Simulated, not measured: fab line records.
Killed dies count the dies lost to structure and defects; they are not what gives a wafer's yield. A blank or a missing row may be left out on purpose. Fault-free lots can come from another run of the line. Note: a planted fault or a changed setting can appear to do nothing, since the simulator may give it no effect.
fab line records	flow n5-finfet
record lots=4	wafers=12	last-day=17
route steps=1938 shown BEOL_M4@1099 BEOL_M5@1112 BEOL_M8@1354 PASSIVATION@1936
lots that met no fault: from a run of the same line without faults
start-h: hours from the record's first day to the start of the lot's first wafer shown	wait-h: hours from the lot's prior step to this one	" same as the row above	L1.1+2: a row that stands for several wafers	- no value present, or no start provided	* or withheld: withheld	< > ~ a bound
route shown NAME@n: names a module that has steps shown in the file, with the first one's number in the route	usual: mean/standard deviation taken from wafers without a fault	same: alike in all rows	chamber/n: place in a boat	sites: the reading at each site	_std_site: how widely they spread, as a standard deviation	_edge_site: outer sites' mean less inner sites'	radius-mm: for every site, how far away it sits from the centre of the wafer	mask NAME#n: copy n	behind: tool/chamber where the wafer was last shaped	hold: what put the lot on hold/how long, in hours/how the hold closed	device: names the non-switching transistor (n, p or np)	end of line: the tests these same wafers got at the end of their route	a step without rows: its recipe alone	killed: count of dies lost to structure and defects at first sort (not the wafer's yield)	map: a wafer's dies, x killed, . not, _ none there
set.NAME: the setting that was run; set.NAME@STEP: the one run at that earlier step	model.NAME: the simulator's own value behind a step, which no gauge read
lots at some steps of the route; a table a step, a row a wafer
services: from which hour (start-h, from the record's first day; less than 0 if before it) a tool's chamber was out of use, for how many hours, and why
## steps
# step N5_BEOL_M4_ANNEAL_95
# recipe temp-c=400	time-s=240	ambient=vacuum
# step N5_BEOL_M4_SPUTTER_96
# recipe material=Cu	target-thk-a=45	temp-c=-20	chamber-pressure-pa=0.07	power-w=withheld	time-s=8.29
# step N5_BEOL_M4_ECD_50
# recipe material=Cu	target-thk-a=3000
# step N5_BEOL_M4_ANNEAL_51
# recipe temp-c=225	time-s=90	ambient=N2
# step N5_BEOL_M4_CMP_52
# recipe stop-on=SiOC	t-overpolish-s=6.8	down-force-psi=1	platen-rpm=50	clearing-platen-down-force-psi=1.5	clearing-platen-rpm=50	post-cmp-clean=cu-alkaline	target-thk-nm=40	clearing-platen-pad-velocity-m-s=0.99484	pad-velocity-m-s=0.99484
# step N5_BEOL_M4_PRE_CLEAN_60
# recipe gas=NH3/H2	time-s=15	temp-c=*	rf-power-w=300
# step N5_BEOL_M4_CO_CAP_55
# recipe material=Co	target-thk-a=20	temp-c=200	precursor=CCTBA/H2	pressure-torr=30	time-s=102.1
# step N5_BEOL_M4_PRE_CLEAN_56
# recipe gas=NH3	time-s=15	temp-c=withheld	rf-power-w=300
# step N5_BEOL_M4_DEP_57
# recipe material=SiCN	target-thk-a=80	temp-c=withheld	precursor=3MS/NH3	pressure-torr=3	rf-w=202	time-s=14
# step N5_BEOL_M4_RC_MEAS_101
# usual DIBL_N=35.1/1.5	DIBL_P=35.2/2	IOFF_N=0.146/0.028	IOFF_P=0.20/0.036	ION_N=670/12	ION_P=462/8.2	SS_N=71.2/0.63	SS_P=73.1/0.7	VT_N=250/3.6	VT_P=-251/3.3
lot.wafer	tool	chamber	start-h	wait-h	DIBL_N[mV/V]	DIBL_P[mV/V]	IOFF_N[nA/um]	IOFF_P[nA/um]	ION_N[uA/um]	ION_P[uA/um]	SS_N[mV/dec]	SS_P[mV/dec]	VT_N[mV]	VT_P[mV]
L555.3	prober-01	0	288.95	0.3	35.1	34.5	0.118	0.18	661	458	71.1	72.5	254	-251
L555.5	"	0	"	"	33.7	33.0	0.101	0.15	654	449	70.5	71.8	256	-253
L555.6	"	0	"	"	35.2	34.0	0.120	0.17	663	461	71.1	73.4	255	-253
L556.1	prober-01	0	291.53	0.0	35.9	36.3	0.176	0.24	680	469	71.0	73.1	248	-246
L556.2	"	0	"	"	35.3	35.2	0.164	0.24	682	482	71.8	72.9	247	-245
L556.4	"	0	"	"	35.9	36.2	0.177	0.24	684	473	71.2	72.7	248	-248
L554.2	prober-02	0	291.62	0.2	34.7	34.6	0.154	0.25	664	469	71.1	73.0	247	-246
L554.3	"	0	"	"	36.2	35.7	0.184	0.26	687	474	71.8	73.4	243	-245
L554.6	"	0	"	"	33.8	33.2	0.136	0.20	674	471	70.7	73.0	248	-248
L558.2	prober-01	0	324.19	0.2	34.5	33.8	0.134	0.17	675	461	71.0	72.9	251	-253
L558.5	"	0	"	"	33.5	32.9	0.116	0.15	665	460	70.5	72.2	252	-254
L558.6	"	0	"	"	37.4	38.0	0.179	0.23	685	467	71.9	74.4	249	-250
# step N5_BEOL_M5_ILD_DEP_00
# recipe material=SiCOH_lowk	target-thk-a=1406.4	temp-c=300	precursor=DEMS/porogen	pressure-torr=5	rf-w=500	time-s=25.9
# step N5_BEOL_M5_CURE_79
# recipe temp-c=385	time-s=240	ambient=He/Ar	material=SiCOH_lowk
# step N5_BEOL_M5_PECVD_70
# recipe material=SiO2	target-thk-a=160	temp-c=400	precursor=TEOS/O2	pressure-torr=5.5	rf-w=450	teos-flow-sccm=53.8	gas=O2	flow-sccm=3000	time-s=18
# step N5_BEOL_M5_HM_DEP_02
# recipe material=TiN	target-thk-a=200	temp-c=25	chamber-pressure-pa=0.49996
# step N5_BEOL_M5_COAT_59
# recipe resist=SOC	temp-c=250	time-s=60	spin-rpm=1500	resist-thk-nm=60
# step N5_BEOL_M5_COAT_60
# recipe resist=SiARC	temp-c=220	time-s=60	spin-rpm=1500	resist-thk-nm=12
# step N5_BEOL_M5_COAT_71
# recipe resist=underlayer	temp-c=205	time-s=60	spin-rpm=1500	resist-thk-nm=5
# step N5_BEOL_M5_COAT_05
# recipe resist=CAR-EUV	spin-rpm=1500	resist-thk-nm=30
# step N5_BEOL_M5_EBR_07
# recipe solvent=PGMEA	ebr-width-mm=1.5
# step N5_BEOL_M5_SOFTBAKE_06
# recipe temp-c=110	time-s=60	resist=CAR-EUV
# step N5_BEOL_M5_EXPOSE_08
# recipe mask-id=M5	na=0.33	source-shape=annular	sigma-inner=0.4	sigma-outer=0.8	polarization=unpolarized	target-cd-nm=28	dose-mj=35.75
# step N5_BEOL_M5_PEB_09
# recipe peb-temp-c=100	peb-time-s=60	resist=CAR-EUV
# step N5_BEOL_M5_DEVELOP_10
# recipe develop-time-s=30	developer=TMAH	resist=CAR-EUV	rinse-liquid=surfactant-rinse	dry=air-spin	dev-temp-c=23
# step N5_BEOL_M5_DESCUM_16
# recipe chemistry=O2	time-s=7	source-power-w=50	bias-power-w=20	pressure-mtorr=20	rf-frequency-hz=2.712e+07	temp-c=40	resist=CAR-EUV	o2-flow-sccm=225
# step N5_BEOL_M5_ETCH_72
# recipe chemistry=N2/H2	target=underlayer	target-depth-a=65	mask-material=CAR-EUV	time-s=5.2	ion-energy-ev=200	pressure-mtorr=30	source-w=840	bias-w=150	n2-flow-sccm=200	h2-flow-sccm=200	ends=cleared
# step N5_BEOL_M5_ETCH_61
# recipe chemistry=CF4	target=SiARC	target-depth-a=156	mask-material=CAR-EUV	time-s=26	ion-energy-ev=80	pressure-mtorr=40	source-w=545	bias-w=36	Ar_flow_sccm=100	cf4-flow-sccm=100	ends=cleared
# step N5_BEOL_M5_ETCH_62
# recipe chemistry=N2/H2	target=SOC	target-depth-a=750	overetch-a=150	mask-material=SiARC	temp-c=40	time-s=112.5	ion-energy-ev=200	pressure-mtorr=30	source-w=840	bias-w=150	n2-flow-sccm=200	h2-flow-sccm=200
# step N5_BEOL_M5_STRIP_63
# recipe chemistry=N2/H2	temp-c=40	n2-flow-sccm=200	h2-flow-sccm=200	rf-frequency-hz=6e+07
# step N5_BEOL_M5_STRIP_73
# recipe chemistry=N2/H2	temp-c=40	n2-flow-sccm=200	h2-flow-sccm=200	rf-frequency-hz=6e+07
# step N5_BEOL_M5_STRIP_64
# recipe chemistry=CF4	resist=SiARC	power-w=300	bias-power-w=75	pressure-mtorr=50	cf4-flow-sccm=150	rf-frequency-hz=6e+07
# step N5_BEOL_M5_HM_OPEN_17
# recipe chemistry=Cl2/BCl3	target-depth-a=200	overetch-a=60	target=TiN	mask-material=SOC	ion-energy-ev=150	pressure-mtorr=10	icp-w=1000	bias-w=126	Cl2_flow_sccm=53.25	bcl3-flow-sccm=21.75	Ar_flow_sccm=25
# step N5_BEOL_M5_STRIP_19
# recipe chemistry=O2	power-w=400	temp-c=40	pressure-mtorr=30	rf-frequency-hz=6e+07	bias-power-w=0	overash-fraction=0.2	o2-flow-sccm=225
# step N5_BEOL_M5_COAT_65
# recipe resist=SOC	temp-c=250	time-s=60	spin-rpm=1500	resist-thk-nm=60
# step N5_BEOL_M5_COAT_66
# recipe resist=SiARC	temp-c=220	time-s=60	spin-rpm=1500	resist-thk-nm=12
# step N5_BEOL_M8_STRIP_19
# recipe chemistry=O2	power-w=400	temp-c=40	pressure-mtorr=30	rf-frequency-hz=6e+07	bias-power-w=0	overash-fraction=0.2	o2-flow-sccm=225
# usual bias-power-w=0/0	chamber-pressure-mTorr=30.00/0.035	drypump-motor-current-A=5.7/0.41	oes-product-au=0.83/0.066	rf-vpp-V=3.7/0.57	showerhead-plenum-p-Torr=2.06/0.054	throttle-valve-pct=16.65/0.21
lot.wafer	tool	chamber	start-h	wait-h	bias-power-w	chamber-pressure-mTorr	drypump-motor-current-A	oes-product-au	rf-hours-counter-h	rf-vpp-V	showerhead-plenum-p-Torr	throttle-valve-pct	model.SOC_of_BEOL_M8_COAT_59.thk-nm
L556.1	rie-diel-04	1	326.48	0.2	0	30.00	5.8	0.79	103	3.6	2.03	16.59	0
L556.2	"	0	"	"	0	30.01	5.2	0.77	150	3.9	2.03	17.06	0
L556.4	"	3	"	"	0	29.98	6.4	0.86	37	3.8	2.12	16.50	0
L554.2	rie-diel-04	2	326.77	0.1	-	-	-	-	-	-	-	-	91.8
L554.3	"	3	"	"	-	-	-	-	-	-	-	-	91.8
L554.6	"	1	"	"	-	-	-	-	-	-	-	-	92.2
L555.3	rie-diel-02	2	329.84	0.1	-	-	-	-	-	-	-	-	92.2
L555.5	"	3	"	"	-	-	-	-	-	-	-	-	92.2
L555.6	"	0	"	"	-	-	-	-	-	-	-	-	91.8
L558.2	rie-diel-03	2	351.71	0.1	0	29.98	5.7	0.81	98	3.5	2.00	16.56	0
L558.5	"	1	"	"	0	30.05	5.6	0.86	-	3.5	2.04	16.90	0
L558.6	"	0	"	"	0	30.01	5.4	0.82	-	3.9	2.03	16.73	0
# step N5_BEOL_M8_ETCH_66
# recipe chemistry=N2/H2	target=SOC	target-depth-a=800	overetch-a=160	mask-material=SiARC	temp-c=40	time-s=120	ion-energy-ev=200	pressure-mtorr=30	source-w=840	bias-w=150	n2-flow-sccm=200	h2-flow-sccm=200
# usual bias-w=150.0/0.47	drypump-motor-current-A=5.8/0.42	oes-product-au=0.63/0.052	rf-vpp-V=522.8/2.3	showerhead-plenum-p-Torr=2.51/0.077	throttle-valve-pct=17.82/0.17
lot.wafer	tool	chamber	start-h	wait-h	bias-w	drypump-motor-current-A	oes-product-au	rf-hours-counter-h	rf-vpp-V	showerhead-plenum-p-Torr	throttle-valve-pct	model.etch.depth-nm
L554.2	rie-diel-03	3	328.45	0.0	150.4	5.3	0.66	244	518.8	2.40	18.08	93.82
L554.3	"	2	"	"	149.6	5.7	0.80	89	521.7	2.47	17.85	95.45
L554.6	"	3	"	"	150.6	5.3	0.66	-	519.2	2.40	18.06	93.76
L556.1	rie-diel-04	1	328.77	0.0	149.5	5.9	0.60	104	522.2	2.46	17.79	59.88
L556.2	"	0	"	"	149.9	5.1	0.59	151	521.4	2.44	18.17	59.98
L556.4	"	2	"	"	150.4	6.2	0.59	123	524.5	2.55	17.60	59.97
L555.3	rie-diel-04	0	330.68	0.0	150.6	5.2	0.77	152	520.9	2.44	18.20	96.56
L555.5	"	2	"	"	150.9	6.2	0.78	-	526.3	2.55	17.62	99.64
L555.6	"	1	"	"	149.9	5.8	0.79	-	519.1	2.46	17.82	94.05
L558.2	rie-diel-04	2	354.53	0.0	149.8	6.1	0.58	134	523.3	2.54	17.61	60.01
L558.5	"	0	"	"	149.8	5.1	0.58	-	521.0	2.43	18.21	60.2
L558.6	"	1	"	"	150.1	5.8	0.61	-	520.6	2.46	17.80	60.21
# step N5_BEOL_M8_VIA_ETCH_34
# recipe chemistry=C4F6/O2	target=SiCOH_lowk	target-depth-a=1255	mask-material=SOC	taper-deg=4	time-s=50.5	ion-energy-ev=250	pressure-mtorr=30	source-w=345	bias-w=185	Ar_flow_sccm=300	C4F6_flow_sccm=10	O2_flow_sccm=10
# usual bias-w=184.9/0.63	drypump-motor-current-A=5.8/0.42	mfc-ar-sccm=300.1/0.96	oes-product-au=0.83/0.069	rf-vpp-V=659/13	showerhead-plenum-p-Torr=2.81/0.08	throttle-valve-pct=20.90/0.17
lot.wafer	tool	chamber	start-h	wait-h	bias-w	drypump-motor-current-A	mfc-ar-sccm	oes-product-au	rf-hours-counter-h	rf-vpp-V	showerhead-plenum-p-Torr	throttle-valve-pct
L554.2	rie-diel-03	3	328.55	0.0	184.8	5.3	299.8	0.25	244	687	2.69	20.94
L554.3	"	2	"	"	184.4	5.7	300.2	0.30	89	668	2.76	20.75
L554.6	"	3	"	"	184.9	5.3	299.2	0.25	-	688	2.69	20.96
L556.1	rie-diel-04	1	328.87	0.0	185.7	5.8	300.7	0.80	104	653	2.76	20.81
L556.2	"	0	"	"	185.5	5.1	298.4	0.77	151	646	2.74	21.25
L556.4	"	2	"	"	184.3	6.1	299.7	0.78	123	650	2.85	20.71
L555.3	rie-diel-04	0	330.78	0.0	184.0	5.1	298.4	0.28	152	646	2.74	21.10
L555.5	"	2	"	"	185.1	6.1	299.8	0.29	-	649	2.85	20.58
L555.6	"	1	"	"	184.6	5.8	299.0	0.30	-	651	2.76	20.65
L558.2	rie-diel-04	2	354.63	0.0	184.8	6.1	300.6	0.77	134	649	2.84	20.75
L558.5	"	0	"	"	183.6	5.2	300.0	0.76	-	646	2.74	21.26
L558.6	"	1	"	"	184.4	5.8	300.2	0.79	-	652	2.75	20.83
# step N5_PASSIVATION_PROBE_49
# usual defect-limited-yield=91.4/1.4	killed_at_M0_to_M3=32/10	killed_at_M4_up=13/5.6	killed-at-contacts=13/6.6	killed-at-front-end=39/13	killed-at-other=3.4/2.8	killed-dies=101/17	killed-on-rim=14/4.5	killed-open=66/13	killed-short=33/7	sort_bin_5_function=5.0/0.93	sort_bin_6_memory=3.2/0.65	sort-n-pass=1078/17	sort-yield-pct=91.4/1.4
# same gross-dies=1180	killed-at-back-side=0	sort_bin_4_leakage[%]=0	sort_bin_8_speed[%]=0
lot.wafer	tool	chamber	start-h	wait-h	defect-limited-yield[%]	killed_at_M0_to_M3	killed_at_M4_up	killed-at-contacts	killed-at-front-end	killed-at-other	killed-dies	killed-on-rim	killed-open	killed-short	sort_bin_5_function[%]	sort_bin_6_memory[%]	sort-n-pass	sort-yield-pct[%]
L554.2	prober-01	-	395.78	0.1	0	47	1084	18	28	3	1180	152	72	31	96.4	3.1	0	0
L554.3	prober-01	-	395.83	0.1	0	28	1089	13	46	4	1180	152	62	38	96.7	2.8	0	0
L554.6	prober-01	-	395.98	0.3	0	29	1102	11	35	3	1180	152	63	23	96.3	3.4	0	0
L555.3	prober-01	-	399.17	0.1	0	31	1111	7	28	3	1180	152	62	27	96.5	3.2	0	0
L555.5	prober-01	-	399.27	0.2	0	42	1106	4	26	2	1180	152	48	33	96.5	3.2	0	0
L555.6	prober-01	-	399.32	0.3	0	48	1079	4	47	2	1180	152	70	39	94.9	4.4	0	0
L558.2	prober-02	-	419.13	0.1	89.9	55	6	14	44	0	119	12	81	37	5.7	3.9	1061	89.9
L558.5	prober-02	-	419.28	0.2	90.6	37	18	11	45	0	111	9	75	36	5.9	3.3	1069	90.6
L558.6	prober-02	-	419.33	0.3	89.7	36	11	8	67	0	122	21	73	48	6.1	4.2	1058	89.7
# killed by level:class
L554.2 BEOL_M8:area-etch=1067 BEOL_M0_SAQP:geometric-particle:open=16 BEOL_M0_SAQP:geometric-particle:short=15 MOL_CONTACT_COAG:geometric-particle:open=13 BEOL_M8:plasma-strip-residue=10 STI_FIN_REVEAL:geometric-particle:open=9 STARTING-WAFER:geometric-particle:open=7 MOL_CONTACT_COAG:geometric-particle:short=5
L554.3 BEOL_M8:area-etch=1064 DUMMY_GATE:geometric-particle:open=17 BEOL_M8:plasma-strip-residue=16 MOL_CONTACT_COAG:geometric-particle:open=8 BEOL_M0_SAQP:geometric-particle:short=8 BEOL_M0_SAQP:geometric-particle:open=6 MOL_CONTACT_COAG:geometric-particle:short=5 BEOL_M2:geometric-particle:open=5
L554.6 BEOL_M8:area-etch=1081 BEOL_M8:plasma-strip-residue=11 STI_FIN_REVEAL:geometric-particle:open=9 MOL_CONTACT_COAG:geometric-particle:open=8 FIN_SAQP:geometric-particle:open=7 DUMMY_GATE:geometric-particle:open=5 BEOL_M0_SAQP:geometric-particle:short=5 BEOL_M0:geometric-particle:open=5
L555.3 BEOL_M8:area-etch=1071 BEOL_M8:plasma-strip-residue=20 BEOL_M4:geometric-particle:open=9 BEOL_M2:geometric-particle:open=9 FIN_SAQP:geometric-particle:open=8 BEOL_M0_SAQP:geometric-particle:open=8 MOL_CONTACT_COAG:geometric-particle:open=7 BEOL_M0_SAQP:geometric-particle:short=6
L555.5 BEOL_M8:area-etch=1086 BEOL_M2:geometric-particle:open=13 BEOL_M8:plasma-strip-residue=13 BEOL_M0_SAQP:geometric-particle:short=7 FIN_SAQP:geometric-particle:open=6 BEOL_M1:geometric-particle:short=5 BEOL_M0_SAQP:geometric-particle:open=5 BEOL_M3:geometric-particle:open=5
L555.6 BEOL_M8:area-etch=1055 FIN_SAQP:geometric-particle:open=17 BEOL_M8:plasma-strip-residue=14 BEOL_M0_SAQP:geometric-particle:short=13 BEOL_M2:geometric-particle:open=10 BEOL_M0_SAQP:geometric-particle:open=9 FIN_SAQP:geometric-particle:short=8 BEOL_M3:geometric-particle:open=8
L558.2 BEOL_M0_SAQP:geometric-particle:open=15 MOL_CONTACT_COAG:geometric-particle:open=12 BEOL_M0_SAQP:geometric-particle:short=11 FIN_SAQP:geometric-particle:open=10 BEOL_M1:geometric-particle:open=10 STI_FIN_REVEAL:geometric-particle:open=9 BEOL_M3:geometric-particle:open=9 STI_FIN_REVEAL:geometric-particle:short=8
L558.5 FIN_SAQP:geometric-particle:open=18 MOL_CONTACT_COAG:geometric-particle:open=10 BEOL_M4:geometric-particle:open=8 BEOL_M3:geometric-particle:open=7 BEOL_M0_SAQP:geometric-particle:short=6 BEOL_M1:geometric-particle:open=6 STARTING-WAFER:geometric-particle:short=6 FIN_SAQP:geometric-particle:short=5
L558.6 STI_FIN_REVEAL:geometric-particle:open=16 FIN_SAQP:geometric-particle:open=14 FIN_SAQP:geometric-particle:short=14 BEOL_M1:geometric-particle:short=11 DUMMY_GATE:geometric-particle:open=8 MOL_CONTACT_COAG:geometric-particle:open=8 BEOL_M0_SAQP:geometric-particle:short=8 BEOL_M0_SAQP:geometric-particle:open=6
# map L554.2 (x killed, . not)
_________________xxxxxxxxxxxx________________
______________xxxxxxxxxxxxxxxxxx_____________
___________xxxxxxxxxxxxxxxxxxxxxxxx__________
__________xxxxxxxxxxxxxxxxxxxxxxxxxx_________
________xxxxxxxxxxxxxxxxxxxxxxxxxxxxxx_______
_______xxxxxxxxxxxxxxxxxxxxxxxxxxxxxxxx______
______xxxxxxxxxxxxxxxxxxxxxxxxxxxxxxxxxx_____
_____xxxxxxxxxxxxxxxxxxxxxxxxxxxxxxxxxxxx____
____xxxxxxxxxxxxxxxxxxxxxxxxxxxxxxxxxxxxxx___
___xxxxxxxxxxxxxxxxxxxxxxxxxxxxxxxxxxxxxxxx__
___xxxxxxxxxxxxxxxxxxxxxxxxxxxxxxxxxxxxxxxx__
__xxxxxxxxxxxxxxxxxxxxxxxxxxxxxxxxxxxxxxxxxx_
__xxxxxxxxxxxxxxxxxxxxxxxxxxxxxxxxxxxxxxxxxx_
_xxxxxxxxxxxxxxxxxxxxxxxxxxxxxxxxxxxxxxxxxxxx
_xxxxxxxxxxxxxxxxxxxxxxxxxxxxxxxxxxxxxxxxxxxx
_xxxxxxxxxxxxxxxxxxxxxxxxxxxxxxxxxxxxxxxxxxxx
_xxxxxxxxxxxxxxxxxxxxxxxxxxxxxxxxxxxxxxxxxxxx
_xxxxxxxxxxxxxxxxxxxxxxxxxxxxxxxxxxxxxxxxxxxx
_xxxxxxxxxxxxxxxxxxxxxxxxxxxxxxxxxxxxxxxxxxxx
_xxxxxxxxxxxxxxxxxxxxxxxxxxxxxxxxxxxxxxxxxxxx
_xxxxxxxxxxxxxxxxxxxxxxxxxxxxxxxxxxxxxxxxxxxx
__xxxxxxxxxxxxxxxxxxxxxxxxxxxxxxxxxxxxxxxxxx_
__xxxxxxxxxxxxxxxxxxxxxxxxxxxxxxxxxxxxxxxxxx_
___xxxxxxxxxxxxxxxxxxxxxxxxxxxxxxxxxxxxxxxx__
___xxxxxxxxxxxxxxxxxxxxxxxxxxxxxxxxxxxxxxxx__
____xxxxxxxxxxxxxxxxxxxxxxxxxxxxxxxxxxxxxx___
_____xxxxxxxxxxxxxxxxxxxxxxxxxxxxxxxxxxxx____
______xxxxxxxxxxxxxxxxxxxxxxxxxxxxxxxxxx_____
_______xxxxxxxxxxxxxxxxxxxxxxxxxxxxxxxx______
________xxxxxxxxxxxxxxxxxxxxxxxxxxxxxx_______
__________xxxxxxxxxxxxxxxxxxxxxxxxxx_________
___________xxxxxxxxxxxxxxxxxxxxxxxx__________
______________xxxxxxxxxxxxxxxxxx_____________
_________________xxxxxxxxxxxx________________
# map L555.3 (x killed, . not)
_________________xxxxxxxxxxxx________________
______________xxxxxxxxxxxxxxxxxx_____________
___________xxxxxxxxxxxxxxxxxxxxxxxx__________
__________xxxxxxxxxxxxxxxxxxxxxxxxxx_________
________xxxxxxxxxxxxxxxxxxxxxxxxxxxxxx_______
_______xxxxxxxxxxxxxxxxxxxxxxxxxxxxxxxx______
______xxxxxxxxxxxxxxxxxxxxxxxxxxxxxxxxxx_____
_____xxxxxxxxxxxxxxxxxxxxxxxxxxxxxxxxxxxx____
____xxxxxxxxxxxxxxxxxxxxxxxxxxxxxxxxxxxxxx___
___xxxxxxxxxxxxxxxxxxxxxxxxxxxxxxxxxxxxxxxx__
___xxxxxxxxxxxxxxxxxxxxxxxxxxxxxxxxxxxxxxxx__
__xxxxxxxxxxxxxxxxxxxxxxxxxxxxxxxxxxxxxxxxxx_
__xxxxxxxxxxxxxxxxxxxxxxxxxxxxxxxxxxxxxxxxxx_
_xxxxxxxxxxxxxxxxxxxxxxxxxxxxxxxxxxxxxxxxxxxx
_xxxxxxxxxxxxxxxxxxxxxxxxxxxxxxxxxxxxxxxxxxxx
_xxxxxxxxxxxxxxxxxxxxxxxxxxxxxxxxxxxxxxxxxxxx
_xxxxxxxxxxxxxxxxxxxxxxxxxxxxxxxxxxxxxxxxxxxx
_xxxxxxxxxxxxxxxxxxxxxxxxxxxxxxxxxxxxxxxxxxxx
_xxxxxxxxxxxxxxxxxxxxxxxxxxxxxxxxxxxxxxxxxxxx
_xxxxxxxxxxxxxxxxxxxxxxxxxxxxxxxxxxxxxxxxxxxx
_xxxxxxxxxxxxxxxxxxxxxxxxxxxxxxxxxxxxxxxxxxxx
__xxxxxxxxxxxxxxxxxxxxxxxxxxxxxxxxxxxxxxxxxx_
__xxxxxxxxxxxxxxxxxxxxxxxxxxxxxxxxxxxxxxxxxx_
___xxxxxxxxxxxxxxxxxxxxxxxxxxxxxxxxxxxxxxxx__
___xxxxxxxxxxxxxxxxxxxxxxxxxxxxxxxxxxxxxxxx__
____xxxxxxxxxxxxxxxxxxxxxxxxxxxxxxxxxxxxxx___
_____xxxxxxxxxxxxxxxxxxxxxxxxxxxxxxxxxxxx____
______xxxxxxxxxxxxxxxxxxxxxxxxxxxxxxxxxx_____
_______xxxxxxxxxxxxxxxxxxxxxxxxxxxxxxxx______
________xxxxxxxxxxxxxxxxxxxxxxxxxxxxxx_______
__________xxxxxxxxxxxxxxxxxxxxxxxxxx_________
___________xxxxxxxxxxxxxxxxxxxxxxxx__________
______________xxxxxxxxxxxxxxxxxx_____________
_________________xxxxxxxxxxxx________________
## services
tool	chamber	start-h	hours	kind
rie-diel-04	0	315.19	1.6	repair
rie-diel-02	-	322.39	0.2	repair
rie-diel-03	3	345.01	-	clean
rie-diel-03	3	345.01	-	consumable-replace:focus-ring
rie-diel-03	3	345.01	-	consumable-replace:showerhead
rie-diel-03	3	345.01	15.3	scheduled-down
rie-diel-03	3	345.01	15.3	vent-cycle
rie-diel-03	2	351.86	1.3	repair
rie-diel-02	1	352.68	16.7	repair
## key
first-sign step=N5_BEOL_M8_STRIP_19	reading=tool-record	direction=missing
effect step=N5_BEOL_M8_VIA_ETCH_34	reading=oes-product-au	direction=down	sigmas=8	usual=0.83	struck=0.28
effect step=N5_PASSIVATION_PROBE_49	reading=killed_at_M4_up	direction=up	sigmas=99+	usual=13	struck=1095
model-effect step=N5_BEOL_M8_STRIP_19	value=SOC_of_BEOL_M8_COAT_59.thk-nm	without=0	struck=92
model-effect step=N5_BEOL_M8_ETCH_66	value=etch.depth-nm	without=59.98	struck=95.55
more-kills-born-at N5_BEOL_M8_ETCH_66@rie-diel-03=3212	N5_BEOL_M8_ETCH_66@rie-diel-04=3212
met-at N5_BEOL_M8_STRIP_19
struck-wafers L554.2,L554.3,L554.6,L555.3,L555.5,L555.6
later-rows-left-out L554.2,L554.3,L554.6,L555.3,L555.5,L555.6
fault kind=skipped-step-whole	tool=rie-diel-02,rie-diel-04	chamber=-	onset-h=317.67	steps=N5_BEOL_M8_STRIP_19	scope=struck-lots-only
# later-rows-left-out: the simulator's readings of these wafers behind a module that went badly wrong aren't trusted and aren't shown, but for the sort
